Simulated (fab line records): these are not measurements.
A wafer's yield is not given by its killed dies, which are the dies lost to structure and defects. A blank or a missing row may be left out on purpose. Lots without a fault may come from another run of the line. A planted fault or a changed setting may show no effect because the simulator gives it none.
Matching of chambers    flow n5_finfet    N5_BEOL_M6_CMP_52 on cmp-01: 4 sister chambers
The step polishes, stops on SiCOH lowk, t overpolish 6.9 s, target thk 80 nm. 14 wafers are shown with their chamber, then 7 later ones without.

## EACH WAFER AND ITS CHAMBER
wafer   chamber  motor_current_A (A)  slurry_flow_ml_min  time_to_endpoint_s (s)
L076.4  2        6.4                  149.8               63
L076.5  2        6.4                  149.5               68
L076.6  1        5.5                  149.7               64
L081.2  0        6.6                  151.1               61
L081.3  3        5.7                  150.3               55
L081.5  3        5.7                  149.5               55
L086.1  2        6.7                  150.0               64
L086.2  3        5.6                  150.7               58
L086.3  1        5.5                  149.5               62
L087.1  3        5.8                  149.8               58
L087.2  2        6.5                  149.4               63
L087.4  1        5.3                  150.0               64
L085.1  2        6.5                  149.3               63
L085.4  1        5.3                  149.9               61

SIGNATURES, as means of the wafers listed above
reading             chamber 0  chamber 1  chamber 2  chamber 3  scatter within a chamber
motor_current_A     6.600      5.400      6.500      5.700      0.11
slurry_flow_ml_min  151.100    149.775    149.600    150.075    0.365
time_to_endpoint_s  61.00      62.75      64.20      56.50      1.86
Rule: a wafer lies at a distance from a chamber equal to the root of the sum of squares, over the readings, of (its reading less the chamber's mean, divided by the reading's scatter). If the next closest chamber is less than 2 further off than the closest, the wafer can't be placed; otherwise it belongs to the closest. The scatter: the root of (the sum of the squares of (reading less its chamber's mean) over the shown wafers, divided by (wafers less chambers)).

## WAFERS WITH NO CHAMBER GIVEN
wafer   motor_current_A (A)  slurry_flow_ml_min  time_to_endpoint_s (s)
L085.6  6.1                  149.1               57
L092.2  5.6                  150.2               59
L092.4  6.1                  150.2               58
L092.6  5.3                  150.4               59
L095.1  6.5                  150.3               65
L095.2  5.8                  149.6               55
L095.4  6.4                  150.0               63

## WHICH CHAMBER EACH ONE RAN IN
wafer   from the rows above           in truth
L085.6  can't be placed: 3 or 2       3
L092.2  can't be placed: 3 or 1       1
L092.4  can't be placed: 3 or 2 or 0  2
L092.6  can't be placed: 1 or 3       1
L095.1  can't be placed: 2 or 0       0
L095.2  3                             3
L095.4  2                             2
Placed correctly: 2 of 7. From these rows, 5 cannot be placed; in 5 the true chamber is one of the candidates. Number placed wrongly: 0.
